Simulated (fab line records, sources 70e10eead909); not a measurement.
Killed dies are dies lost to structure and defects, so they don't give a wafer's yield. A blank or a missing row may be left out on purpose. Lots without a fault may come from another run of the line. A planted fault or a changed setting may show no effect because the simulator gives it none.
Chamber matching | flow nand_harc | NHARC_A_SGD_CUT_CMP_21 on cmp-03: 4 sister chambers
The step polishes, target thk 148.19 nm. 18 wafers are shown with their chamber, then 9 later ones without.

WAFERS WITH THEIR CHAMBER
wafer  | chamber | motor_current_A (A) | time_to_endpoint_s (s)
L075.1 | 3       | 12.3                | 50
L075.3 | 2       | 10.4                | 50
L075.6 | 0       | 12.3                | 54
L077.1 | 3       | 13.0                | 49
L077.3 | 1       | 15.6                | 48
L077.5 | 1       | 15.8                | 52
L078.1 | 0       | 11.4                | 52
L078.2 | 2       | 10.7                | 50
L078.5 | 3       | 12.8                | 51
L080.1 | 3       | 13.3                | 49
L080.3 | 0       | 11.9                | 52
L080.5 | 2       | 10.6                | 46
L082.1 | 3       | 11.9                | 51
L082.4 | 1       | 15.1                | 56
L082.5 | 2       | 11.0                | 51
L083.4 | 3       | 12.8                | 51
L083.5 | 0       | 12.1                | 52
L083.6 | 3       | 12.6                | 50

SIGNATURES (means of the wafers above)
reading            | chamber 0 | chamber 1 | chamber 2 | chamber 3 | scatter within a chamber
motor_current_A    | 11.925    | 15.500    | 10.675    | 12.671    | 0.394
time_to_endpoint_s | 52.50     | 52.00     | 49.25     | 50.14     | 1.97
Rule: a wafer's distance from a chamber is the root of the sum, over the readings, of the square of ((its reading less the chamber's mean) divided by the reading's scatter). The wafer belongs to the nearest chamber; if the next one is less than 2 further off, it can't be placed. The scatter: the root of (the sum of the squares of (reading less its chamber's mean) over the shown wafers, divided by (wafers less chambers)).

WAFERS WITHOUT THEIR CHAMBER
wafer  | motor_current_A (A) | time_to_endpoint_s (s)
L087.1 | 12.2                | 54
L087.5 | 12.7                | 51
L087.6 | 10.0                | 48
L091.2 | 14.4                | 47
L091.4 | 10.6                | 45
L091.5 | 11.1                | 46
L093.1 | 14.7                | 49
L093.5 | 12.4                | 47
L093.6 | 10.6                | 45

WHICH CHAMBER EACH WENT THROUGH
wafer  | from the rows above     | in truth
L087.1 | can't be placed: 0 or 3 | 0
L087.5 | can't be placed: 3 or 0 | 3
L087.6 | 2                       | 2
L091.2 | can't be placed: 1 or 3 | 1
L091.4 | 2                       | 2
L091.5 | can't be placed: 2 or 0 | 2
L093.1 | 1                       | 1
L093.5 | can't be placed: 3 or 0 | 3
L093.6 | 2                       | 2
Placed correctly: 4 of 9. Can't be placed from these rows: 5 (the true chamber is among the candidates in 5). Placed wrongly: 0.
